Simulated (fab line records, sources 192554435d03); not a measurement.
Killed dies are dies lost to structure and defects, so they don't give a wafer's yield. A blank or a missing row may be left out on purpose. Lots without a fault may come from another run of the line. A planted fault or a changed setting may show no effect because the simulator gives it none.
fab line records | flow n5_finfet
record lots=7 wafers=39
route steps=1938 shown BEOL_M3@931 BEOL_M5@1191 BEOL_M11@1578 BEOL_M12@1637 BEOL_M14@1763
start_h: hours from the record's first day to the start of the lot's first wafer shown | wait_h: hours since the lot's step before | " the same as in the row above | L1.1+2: a row that stands for several wafers | - no value, or no start given | * or withheld: withheld | < > ~ a bound
route shown NAME@n: a module of which the file shows steps, and the number in the route of the first | usual: mean/standard deviation of fault-free wafers | same: alike in all rows | chamber/n: place in a boat | sites: the reading at each site | _std_site: their standard deviation | _edge_site: outer sites' mean less inner sites' | radius_mm: how far each site lies from the wafer's centre | mask NAME#n: copy n | behind: the tool/chamber that last shaped the wafer | hold: why the lot was held/for how many hours/how that ended | device: the transistor (n, p or np) that didn't switch | end of line: the same wafers' tests at the end of the route | a step without rows: its recipe alone | killed: dies lost to structure and defects at the first sort, not the wafer's yield | map: a wafer's dies, x killed, . not, _ none there
set.NAME: the setting as run; set.NAME@STEP: as run at that earlier step | model.NAME: the simulator's own value behind a step, which no gauge read
lots whose settings were changed on purpose; a table a step, a row a wafer
## steps
# step N5_BEOL_M3_ILD_DEP_00
# recipe material=SiOC target_thk_a=790 temp_c=350 precursor=DEMS/O2 pressure_torr=5 rf_w=500 time_s=15.3
# columns lot.wafer tool chamber start_h wait_h set.time_s model.SiOC_of_BEOL_M3_ILD_DEP_00.thk_nm
L074.1 pecvd-01 2 142.12 0.0 15.3 79.4
L074.2 " 0 " " 15.3 78.4
L074.3 " 1 " " 15.3 79
L074.4 " 0 " " 21.06 109.8
L074.5 " 1 " " 21.06 110.2
L074.6 " 2 " " 21.06 109.6
L079.1 pecvd-03 1 170.59 0.0 15.3 78.8
L079.2 " 2 " " 11.57 59.6
L079.3 " 0 " " 11.57 59.4
L079.4 " 0 " " 15.3 80.2
L079.5 " 1 " " 11.57 60.6
L079.6 " 2 " " 15.3 78.6
L080.1 pecvd-01 0 175.40 0.0 9.242 47.2
L080.2+5 " 1,0 " " 15.3 78.4
L080.3 " 2 " " 9.242 48
L080.4 " 1 " " 15.3 79
L080.6 " 2 " " 9.242 48.4
L078.1 pecvd-04 1 178.37 0.0 15.3 77.8
L078.2 " 0 " " 12.05 61.2
L078.3 " 2 " " 12.05 61.6
L078.4 " 2 " " 15.3 79.6
L078.5 " 1 " " 12.05 61.8
L078.6 " 0 " " 15.3 78.8
L083.1+3 pecvd-01 2,0 196.64 0.0 22.81 116.2
L083.2 " 1 " " 15.3 77.8
L083.4 " 0 " " 15.3 79.4
L083.5 " 2 " " 22.81 118
L083.6 " 1 " " 15.3 79.2
L094.2 pecvd-01 2 262.72 0.0 15.3 78
L094.4 " 1 " " 15.3 80
L094.6 " 0 " " 15.3 79.4
L095.1 pecvd-01 0 272.77 0.0 7.012 35.8
L095.2 " 2 " " 7.012 36.8
L095.3 " 0 " " 15.3 79
L095.4 " 2 " " 15.3 79.4
L095.5 " 0 " " 15.3 78.6
L095.6 " 2 " " 7.012 37.2
# step N5_BEOL_M3_THK_MEAS_01
# recipe reads=SiOC_of_BEOL_M3_ILD_DEP_00
# usual M3_ILD_THK=78.9/0.94
# columns lot.wafer tool chamber start_h wait_h set.time_s@BEOL_M3_ILD_DEP_00 M3_ILD_THK[nm]
L074.1 film_metro-02 - 142.19 0.0 15.3 79.4
L074.2 " - " " 15.3 78.4
L074.3 " - " " 15.3 79.1
L074.4 " - " " 21.06 109.9
L074.5 " - " " 21.06 110.1
L074.6 " - " " 21.06 109.6
L079.1 film_metro-01 - 170.66 0.0 15.3 78.8
L079.2 " - " " 11.57 59.6
L079.3 " - " " 11.57 59.4
L079.4 " - " " 15.3 80.3
L079.5 " - " " 11.57 60.6
L079.6 " - " " 15.3 78.7
L080.1 film_metro-02 - 175.47 0.0 9.242 47.3
L080.2 " - " " 15.3 78.5
L080.3 " - " " 9.242 48.1
L080.4 " - " " 15.3 79.0
L080.5 " - " " 15.3 78.5
L080.6 " - " " 9.242 48.5
L078.1 film_metro-02 - 178.44 0.0 15.3 77.9
L078.2 " - " " 12.05 61.3
L078.3 " - " " 12.05 61.6
L078.4 " - " " 15.3 79.6
L078.5 " - " " 12.05 61.9
L078.6 " - " " 15.3 78.9
L083.1 film_metro-02 - 196.71 0.0 22.81 116.2
L083.2 " - " " 15.3 77.8
L083.3 " - " " 22.81 116.2
L083.4 " - " " 15.3 79.4
L083.5 " - " " 22.81 117.9
L083.6 " - " " 15.3 79.2
L094.2 film_metro-01 - 262.79 0.1 15.3 78.0
L094.4 " - " " 15.3 80.0
L094.6 " - " " 15.3 79.4
L095.1 film_metro-02 - 272.86 0.1 7.012 35.9
L095.2 " - " " 7.012 36.9
L095.3 " - " " 15.3 78.9
L095.4 " - " " 15.3 79.4
L095.5 " - " " 15.3 78.7
L095.6 " - " " 7.012 37.2
# step N5_BEOL_M5_DEP_56
# recipe material=SiCN target_thk_a=80 temp_c=withheld precursor=3MS/NH3 pressure_torr=3 rf_w=202 time_s=14
# columns lot.wafer tool chamber start_h wait_h set.target_thk_a model.SiCN_of_BEOL_M5_DEP_56.thk_nm
L074.1+2 pecvd-02 0,1 180.46 0.0 80 8
L074.3 " 2 " " 67.86 7
L074.4 " 2 " " 80 8.2
L074.5+6 " 1,0 " " 67.86 6.8
L079.1+2+4 pecvd-02 1,0,1 211.06 0.0 39.9 4
L079.3+5+6 " 0,1,0 " " 80 8
L080.1+3+4+5+6 pecvd-02 0,0,1,1,0 212.31 0.0 80 8
L080.2 " 1 " " 80 7.8
L078.1 pecvd-04 0 217.44 0.0 80 8.2
L078.2+4 " 2 " " 42.64 4.2
L078.3+5 " 1 " " 80 8
L078.6 " 0 " " 42.64 4.4
L083.1+2+3 pecvd-02 1,0,0 224.67 0.0 80 8
L083.4+5+6 " 1,0,1 " " 64.29 6.4
L094.2 pecvd-01 2 299.12 0.0 80 7.8
L094.4+6 " 0,1 " " 80 8
L095.1+2+4 pecvd-02 2,0,1 303.78 0.0 80 7.8
L095.3 " 1 " " 80 7.6
L095.5+6 " 0,2 " " 80 8
# step N5_BEOL_M11_TRENCH_ETCH_37
# recipe chemistry=C4F6/O2 target_depth_a=1488.3 target=SiCOH_lowk time_s=48 ion_energy_ev=250 pressure_mtorr=30 source_w=345 bias_w=185 Ar_flow_sccm=300 C4F6_flow_sccm=10 O2_flow_sccm=10
# columns lot.wafer tool chamber start_h wait_h set.time_s model.BEOL_M11.feature_depth_nm model.etch.depth_nm model.TiN_of_BEOL_M11_HM_DEP_02.thk_nm
L074.1 rie_diel-05 2 - - 48 147 147 16.2
L074.2 " 3 " " 48 147 147.1 16
L074.3 " 1 " " 22.34 70.4 70.41 18
L074.4 " 0 " " 22.34 70 69.98 18
L074.5 " 3 " " 48 146.8 146.7 16
L074.6 " 0 " " 22.34 69.8 69.88 18.2
L078.1 rie_diel-01 1 - - 48 152.6 152.6 15.8
L078.2 " 0 " " 48 152 152 16
L078.3 " 3 " " 48 154 154 16
L078.4 " 1 " " 48 151.2 151.2 15.8
L078.5 " 0 " " 48 152.4 152.4 15.6
L078.6 " 3 " " 48 153.6 153.5 16
L079.1 rie_diel-05 3 - - 48 149 149 16.2
L079.2 " 0 " " 24.95 78.6 78.56 18
L079.3 " 1 " " 24.95 78 78.07 18
L079.4 " 2 " " 24.95 76.6 76.64 18
L079.5 " 1 " " 48 150.8 150.7 16
L079.6 " 2 " " 48 147 147.1 16
L080.1 rie_diel-03 3 - - 48 147.6 147.6 16.2
L080.2 " 0 " " 48 147.6 147.5 15.8
L080.3 " 1 " " 48 149.6 149.6 16
L080.4 " 0 " " 48 147.2 147.1 16
L080.5 " 3 " " 48 147.4 147.3 16
L080.6 " 1 " " 48 150 150.1 16
L083.1 rie_diel-05 1 - - 35.93 115.4 115.3 17.2
L083.2 " 3 " " 35.93 112.6 112.5 17.4
L083.3 " 0 " " 48 152.4 152.3 16.2
L083.4 " 2 " " 48 148.6 148.6 16.2
L083.5 " 0 " " 48 151.8 151.8 16.2
L083.6 " 3 " " 35.93 112.4 112.4 17.2
L095.1 rie_diel-05 3 - - 48 148.2 148.3 16.4
L095.2 " 1 " " 48 151.6 151.5 16
L095.3 " 0 " " 70.79 221.6 221.5 14
L095.4 " 2 " " 70.79 214.8 214.9 14.6
L095.5 " 0 " " 48 150 150 16.2
L095.6 " 1 " " 70.79 221.6 221.5 14.2
L094.2 rie_diel-05 0 - - 48 151.8 151.8 15.8
L094.4 " 1 " " 48 151.4 151.4 16
L094.6 " 0 " " 48 150 150 16
# step N5_BEOL_M11_ETCH_41
# recipe chemistry=CH3F/O2 target=SiCN target_depth_a=426 taper_deg=2 time_s=86 ion_energy_ev=120 mask_material=TiN pressure_mtorr=30 source_w=395 bias_w=75 Ar_flow_sccm=150 CH3F_flow_sccm=30 O2_flow_sccm=20
# step N5_BEOL_M11_STRIP_77
# recipe chemistry=N2/H2 time_s=10 power_w=450 temp_c=40 pressure_mtorr=20 rf_frequency_hz=6e+07 bias_power_w=7 n2_flow_sccm=200 h2_flow_sccm=200
# step N5_BEOL_M11_OCD_MEAS_38
# usual trench_depth_nm=149.9/2.5
# columns lot.wafer tool chamber start_h wait_h set.time_s@BEOL_M11_TRENCH_ETCH_37 trench_depth_nm
L074.1 ocd-01 - 229.90 - 48 147.4
L074.2 " - " " 48 147.1
L074.3 " - " " 22.34 70.5
L074.4 " - " " 22.34 69.5
L074.5 " - " " 48 146.4
L074.6 " - " " 22.34 69.9
L078.1 ocd-02 - 259.19 - 48 152.6
L078.2 " - " " 48 152.2
L078.3 " - " " 48 153.9
L078.4 " - " " 48 151.5
L078.5 " - " " 48 152.5
L078.6 " - " " 48 153.3
L079.1 ocd-01 - 259.84 - 48 148.9
L079.2 " - " " 24.95 78.8
L079.3 " - " " 24.95 78.2
L079.4 " - " " 24.95 76.6
L079.5 " - " " 48 150.5
L079.6 " - " " 48 146.9
L080.1 ocd-01 - 260.10 - 48 148.3
L080.2 " - " " 48 147.1
L080.3 " - " " 48 150.1
L080.4 " - " " 48 147.0
L080.5 " - " " 48 147.4
L080.6 " - " " 48 150.5
L083.1 ocd-01 - 272.20 - 35.93 114.9
L083.2 " - " " 35.93 112.9
L083.3 " - " " 48 152.7
L083.4 " - " " 48 148.3
L083.5 " - " " 48 151.8
L083.6 " - " " 35.93 112.6
L095.1 ocd-01 - 345.70 - 48 147.9
L095.2 " - " " 48 151.5
L095.3 " - " " 70.79 221.9
L095.4 " - " " 70.79 214.8
L095.5 " - " " 48 150.2
L095.6 " - " " 70.79 221.4
L094.2 ocd-01 - 347.73 - 48 152.4
L094.4 " - " " 48 151.7
L094.6 " - " " 48 149.9
# step N5_BEOL_M11_HM_STRIP_39
# recipe chemistry=peroxide_tin_strip material=TiN target_depth_a=250 temp_c=50 time_s=158
# step N5_BEOL_M11_SRD_40
# recipe time_s=30 temp_c=23 rinse_liquid=diw dry=ipa_marangoni
# step N5_BEOL_M11_ECD_50
# recipe material=Cu target_thk_a=3180
# step N5_BEOL_M11_ANNEAL_51
# recipe temp_c=225 time_s=90 ambient=N2
# step N5_BEOL_M11_CMP_52
# recipe stop_on=SiCOH_lowk t_overpolish_s=7 down_force_psi=1 platen_rpm=50 clearing_platen_down_force_psi=1.5 clearing_platen_rpm=50 post_cmp_clean=cu_alkaline target_thk_nm=140 clearing_platen_pad_velocity_m_s=0.99484 pad_velocity_m_s=0.99484
# columns lot.wafer tool chamber start_h wait_h set.time_s@BEOL_M11_TRENCH_ETCH_37 model.Cu_of_BEOL_M11_ECD_50.thk_nm
L074.3 cmp-01 0 232.65 0.2 22.34 61.8
L074.1 " 1 " " 48 138.8
L074.2 " 2 " " 48 137.2
L074.4 " 3 " " 22.34 59.4
L074.6 " 0 " " 22.34 60.2
L074.5 " 1 " " 48 138
L078.1 cmp-04 1 261.06 0.3 48 144.6
L078.2 " 2 " " 48 143.8
L078.4+5 " 3,1 " " 48 142.6
L078.3 " 0 " " 48 145.8
L078.6 " 2 " " 48 144.8
L079.1 cmp-04 1 263.06 0.3 48 140.4
L079.4 " 2 " " 24.95 69
L079.2 " 3 " " 24.95 69.8
L079.3 " 0 " " 24.95 68.6
L079.5 " 1 " " 48 140.6
L079.6 " 2 " " 48 139.2
L080.3 cmp-04 1 264.14 0.3 48 140
L080.2 " 2 " " 48 139.8
L080.1 " 3 " " 48 139.2
L080.4 " 0 " " 48 138
L080.6 " 1 " " 48 142.4
L080.5 " 2 " " 48 140.4
L083.3 cmp-01 3 274.15 0.2 48 143.6
L083.2 " 0 " " 35.93 103.6
L083.1 " 1 " " 35.93 106.4
L083.4 " 2 " " 48 138.8
L083.6 " 3 " " 35.93 104.2
L083.5 " 0 " " 48 143.4
L095.3 cmp-02 1 348.75 0.2 70.79 213.4
L095.2 " 2 " " 48 142.8
L095.4 " 3 " " 70.79 205.4
L095.1 " 0 " " 48 138.4
L095.5 " 1 " " 48 141.4
L095.6 " 2 " " 70.79 214.8
L094.4 cmp-04 1 351.32 0.2 48 142
L094.2 " 2 " " 48 142.6
L094.6 " 3 " " 48 141.6
# step N5_BEOL_M11_THK_MEAS_53
# recipe thk_meas_gauge=xrf reads=Cu_of_BEOL_M11_ECD_50
# usual M11_THK=137.7/2.6
# columns lot.wafer tool chamber start_h wait_h set.time_s@BEOL_M11_TRENCH_ETCH_37 M11_THK[nm]
L074.1 film_metro-02 - 232.94 - 48 135.1
L074.2 " - " " 48 133.7
L074.3 " - " " 22.34 60.2
L074.4 " - " " 22.34 57.9
L074.5 " - " " 48 134.4
L074.6 " - " " 22.34 58.5
L078.1 film_metro-01 - 261.35 - 48 141.7
L078.2 " - " " 48 140.6
L078.3 " - " " 48 142.6
L078.4 " - " " 48 139.7
L078.5 " - " " 48 140.1
L078.6 " - " " 48 141.8
L079.1 film_metro-02 - 263.35 - 48 138.5
L079.2 " - " " 24.95 68.5
L079.3 " - " " 24.95 67.8
L079.4 " - " " 24.95 68.0
L079.5 " - " " 48 138.4
L079.6 " - " " 48 137.2
L080.1 film_metro-02 - 264.43 - 48 135.7
L080.2 " - " " 48 136.4
L080.3 " - " " 48 136.4
L080.4 " - " " 48 134.8
L080.5 " - " " 48 137.3
L080.6 " - " " 48 139.0
L083.1 film_metro-01 - 274.44 - 35.93 104.6
L083.2 " - " " 35.93 102.2
L083.3 " - " " 48 141.8
L083.4 " - " " 48 136.9
L083.5 " - " " 48 141.6
L083.6 " - " " 35.93 102.6
L095.1 film_metro-02 - 349.05 - 48 134.5
L095.2 " - " " 48 139.5
L095.3 " - " " 70.79 206.9
L095.4 " - " " 70.79 200.6
L095.5 " - " " 48 137.9
L095.6 " - " " 70.79 208.8
L094.2 film_metro-02 - 351.54 - 48 138.9
L094.4 " - " " 48 138.9
L094.6 " - " " 48 137.5
# step N5_BEOL_M11_PRE_CLEAN_55
# recipe gas=NH3 time_s=15 temp_c=withheld rf_power_w=300
# step N5_BEOL_M11_DEP_56
# recipe material=SiCN target_thk_a=300 temp_c=withheld precursor=3MS/NH3 pressure_torr=3 rf_w=675 time_s=10.5
# step N5_BEOL_M11_RS_MEAS_57
# recipe thk_meas_gauge=four-point-probe reads=Cu_of_BEOL_M11_ECD_50+Co_of_BEOL_M11_CVD_75+TaN_of_BEOL_M11_ALD_74
# usual M11_RS=0.1496/0.003
# columns lot.wafer tool chamber start_h wait_h set.time_s@BEOL_M11_TRENCH_ETCH_37 M11_RS[ohm/sq]
L074.1 film_metro-01 - 233.07 0.0 48 0.1521
L074.2 " - " " 48 0.1540
L074.3 " - " " 22.34 0.3884
L074.4 " - " " 22.34 0.4069
L074.5 " - " " 48 0.1532
L074.6 " - " " 22.34 0.3994
L078.1 film_metro-01 - 261.47 0.0 48 0.1455
L078.2 " - " " 48 0.1463
L078.3 " - " " 48 0.1437
L078.4 " - " " 48 0.1478
L078.5 " - " " 48 0.1474
L078.6 " - " " 48 0.1447
L079.1 film_metro-01 - 263.48 0.0 48 0.1498
L079.2 " - " " 24.95 0.3351
L079.3 " - " " 24.95 0.3422
L079.4 " - " " 24.95 0.3389
L079.5 " - " " 48 0.1501
L079.6 " - " " 48 0.1515
L080.1 film_metro-02 - 264.56 0.0 48 0.1517
L080.2 " - " " 48 0.1511
L080.3 " - " " 48 0.1511
L080.4 " - " " 48 0.1534
L080.5 " - " " 48 0.1503
L080.6 " - " " 48 0.1482
L083.1 film_metro-01 - 274.56 0.0 35.93 0.2042
L083.2 " - " " 35.93 0.2104
L083.3 " - " " 48 0.1462
L083.4 " - " " 48 0.1517
L083.5 " - " " 48 0.1464
L083.6 " - " " 35.93 0.2099
L095.1 film_metro-02 - 349.17 0.0 48 0.1528
L095.2 " - " " 48 0.1474
L095.3 " - " " 70.79 0.0957
L095.4 " - " " 70.79 0.0995
L095.5 " - " " 48 0.1492
L095.6 " - " " 70.79 0.0950
L094.2 film_metro-02 - 351.67 0.0 48 0.1480
L094.4 " - " " 48 0.1483
L094.6 " - " " 48 0.1488
# step N5_BEOL_M12_ETCH_68
# recipe chemistry=N2/H2 target=SOC mask_material=SiARC source_w=3000 bias_w=350 temp_c=40 time_s=285 ion_energy_ev=200 pressure_mtorr=30 n2_flow_sccm=200 h2_flow_sccm=200
# columns lot.wafer tool chamber start_h wait_h set.time_s model.SiARC_of_BEOL_M12_COAT_66.thk_nm
L074.1 rie_diel-02 2 234.89 0.1 285 85.2
L074.2 " 0 " " 285 84.8
L074.3 " 3 " " 285 86.2
L074.4+5 " 1,2 " " 285 85.4
L074.6 " 3 " " 285 85.6
L078.1+6 rie_diel-04 3,2 263.54 0.1 174.6 95.8
L078.2 " 2 " " 174.6 95.4
L078.3 " 0 " " 285 85.8
L078.4+5 " 1 " " 285 86
L079.1 rie_diel-02 0 265.16 0.1 285 85.4
L079.2+3 " 1,2 " " 285 86
L079.4+5 " 0,2 " " 417.2 74.6
L079.6 " 1 " " 417.2 75.2
L080.1+5 rie_diel-02 1 266.32 0.1 285 85.8
L080.2+6 " 2 " " 285 85.6
L080.3+4 " 0 " " 285 85.4
L083.1 rie_diel-02 0 276.63 0.1 285 85
L083.2 " 3 " " 438.3 71.2
L083.3 " 2 " " 285 85.2
L083.4 " 1 " " 285 85.6
L083.5 " 0 " " 438.3 72
L083.6 " 3 " " 438.3 71.6
L095.1+4 rie_diel-04 1,3 351.05 0.1 285 85.4
L095.2 " 0 " " 285 85.2
L095.3 " 2 " " 170 95.8
L095.5 " 1 " " 170 95.4
L095.6 " 2 " " 170 95.2
L094.2 rie_diel-04 0 353.35 0.1 285 85.8
L094.4 " 1 " " 285 86.2
L094.6 " 2 " " 285 86
# step N5_BEOL_M14_SPUTTER_44
# recipe material=Ta target_thk_a=150 temp_c=50 bias_v=80 power_w=15000 chamber_pressure_pa=0.07 time_s=24.19
# columns lot.wafer tool chamber start_h wait_h set.time_s model.Ta_of_BEOL_M14_SPUTTER_44.thk_nm
L074.1+4 pvd_sputter-03 - 253.72 0.0 36.46 22.6
L074.2+6 " - " " 24.19 14.8
L074.3 " - " " 36.46 22.4
L074.5 " - " " 24.19 14.6
L078.1 pvd_sputter-02 - 278.24 0.0 10.08 6.2
L078.2 " - " " 10.08 6
L078.3 " - " " 24.19 15.2
L078.4 " - " " 10.08 6.4
L078.5+6 " - " " 24.19 15
L079.1+2 pvd_sputter-02 - 278.82 0.0 35.04 21.4
L079.3+4 " - " " 24.19 14.8
L079.5 " - " " 35.04 21.6
L079.6 " - " " 24.19 14.6
L080.1+3+5 pvd_sputter-02 - 281.88 0.0 18.15 11.2
L080.2 " - " " 24.19 15.2
L080.4 " - " " 24.19 15
L080.6 " - " " 24.19 14.8
L083.1+6 pvd_sputter-03 - 290.83 0.0 24.19 15
L083.2+4+5 " - " " 15.23 9.2
L083.3 " - " " 24.19 14.8
L095.1+6 pvd_sputter-03 - 363.67 0.0 32.32 20
L095.2+5 " - " " 24.19 15
L095.3 " - " " 24.19 14.8
L095.4 " - " " 32.32 20.2
L094.2 pvd_sputter-02 - 368.20 0.0 24.19 15.4
L094.4 " - " " 24.19 15.2
L094.6 " - " " 24.19 15
# step N5_BEOL_M14_SPUTTER_45
# recipe material=Cu target_thk_a=1000 temp_c=-20 bias_v=60 power_w=26000 chamber_pressure_pa=0.13 time_s=16.67
# step N5_BEOL_M14_ECD_47
# recipe material=Cu target_thk_a=12480
# step N5_BEOL_M14_ANNEAL_48
# recipe temp_c=225 time_s=90 ambient=N2
# step N5_BEOL_M14_CMP_49
# recipe stop_on=SiO2 t_overpolish_s=5.2 down_force_psi=2 platen_rpm=80 clearing_platen_down_force_psi=2 clearing_platen_rpm=80 post_cmp_clean=cu_alkaline target_thk_nm=560 clearing_platen_pad_velocity_m_s=1.5917 pad_velocity_m_s=1.5917
# usual barrier_field_endpoint_s=11.40/0.22
# columns lot.wafer tool chamber start_h wait_h set.time_s@BEOL_M14_SPUTTER_44 barrier_field_endpoint_s
L074.3 cmp-03 2 254.40 0.2 36.46 14.09
L074.1 " 3 " " 36.46 14.28
L074.4 " 0 " " 36.46 14.67
L074.2 " 1 " " 24.19 11.29
L074.6 " 2 " " 24.19 11.20
L074.5 " 3 " " 24.19 11.16
L078.2 cmp-01 1 278.92 0.2 10.08 8.12
L078.4 " 2 " " 10.08 7.97
L078.3 " 3 " " 24.19 11.42
L078.1 " 0 " " 10.08 8.23
L078.6 " 1 " " 24.19 11.38
L078.5 " 2 " " 24.19 11.26
L079.1 cmp-04 2 279.50 0.3 35.04 13.94
L079.2 " 3 " " 35.04 13.96
L079.3 " 0 " " 24.19 11.43
L079.4 " 1 " " 24.19 11.29
L079.5 " 2 " " 35.04 14.09
L079.6 " 3 " " 24.19 11.71
L080.4 cmp-04 2 282.59 0.1 24.19 11.31
L080.1 " 3 " " 18.15 9.90
L080.2 " 0 " " 24.19 11.51
L080.3 " 1 " " 18.15 9.90
L080.6 " 2 " " 24.19 11.33
L080.5 " 3 " " 18.15 9.76
L083.3 cmp-03 3 291.52 0.2 24.19 11.51
L083.2 " 0 " " 15.23 9.17
L083.4 " 1 " " 15.23 9.12
L083.1 " 2 " " 24.19 11.45
L083.6 " 3 " " 24.19 11.44
L083.5 " 0 " " 15.23 9.32
L095.3 cmp-01 0 364.55 0.2 24.19 11.13
L095.1 " 1 " " 32.32 13.30
L095.4 " 2 " " 32.32 13.31
L095.2 " 3 " " 24.19 11.32
L095.6 " 0 " " 32.32 13.39
L095.5 " 1 " " 24.19 11.48
L094.2 cmp-03 2 368.88 0.2 24.19 11.18
L094.4 " 3 " " 24.19 11.20
L094.6 " 3 " " 24.19 11.20
## key
split step=N5_BEOL_M3_ILD_DEP_00 setting=time_s stated=15.3 by=wafer
response step=N5_BEOL_M3_ILD_DEP_00 reading=model.SiOC_of_BEOL_M3_ILD_DEP_00.thk_nm change=+0.787 per=1% r=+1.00
response step=N5_BEOL_M3_THK_MEAS_01 reading=M3_ILD_THK change=+0.786 per=1% r=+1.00
split step=N5_BEOL_M5_DEP_56 setting=target_thk_a stated=80 by=wafer
response step=N5_BEOL_M5_DEP_56 reading=model.SiCN_of_BEOL_M5_DEP_56.thk_nm change=+0.0805 per=1% r=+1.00
split step=N5_BEOL_M11_TRENCH_ETCH_37 setting=time_s stated=48 by=wafer
response step=N5_BEOL_M11_TRENCH_ETCH_37 reading=model.BEOL_M11.feature_depth_nm change=+1.46 per=1% r=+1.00
response step=N5_BEOL_M11_TRENCH_ETCH_37 reading=model.etch.depth_nm change=+1.46 per=1% r=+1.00
response step=N5_BEOL_M11_TRENCH_ETCH_37 reading=model.TiN_of_BEOL_M11_HM_DEP_02.thk_nm change=-0.0395 per=1% r=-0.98
response step=N5_BEOL_M11_OCD_MEAS_38 reading=trench_depth_nm change=+1.46 per=1% r=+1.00
response step=N5_BEOL_M11_CMP_52 reading=model.Cu_of_BEOL_M11_ECD_50.thk_nm change=+1.47 per=1% r=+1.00
response step=N5_BEOL_M11_THK_MEAS_53 reading=M11_THK change=+1.44 per=1% r=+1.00
response step=N5_BEOL_M11_RS_MEAS_57 reading=M11_RS change=-0.00325 per=1% r=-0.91
split step=N5_BEOL_M12_ETCH_68 setting=time_s stated=285 by=wafer
response step=N5_BEOL_M12_ETCH_68 reading=model.SiARC_of_BEOL_M12_COAT_66.thk_nm change=-0.249 per=1% r=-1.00
split step=N5_BEOL_M14_SPUTTER_44 setting=time_s stated=24.19 by=wafer
response step=N5_BEOL_M14_SPUTTER_44 reading=model.Ta_of_BEOL_M14_SPUTTER_44.thk_nm change=+0.153 per=1% r=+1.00
response step=N5_BEOL_M14_CMP_49 reading=barrier_field_endpoint_s change=+0.0586 per=1% r=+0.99
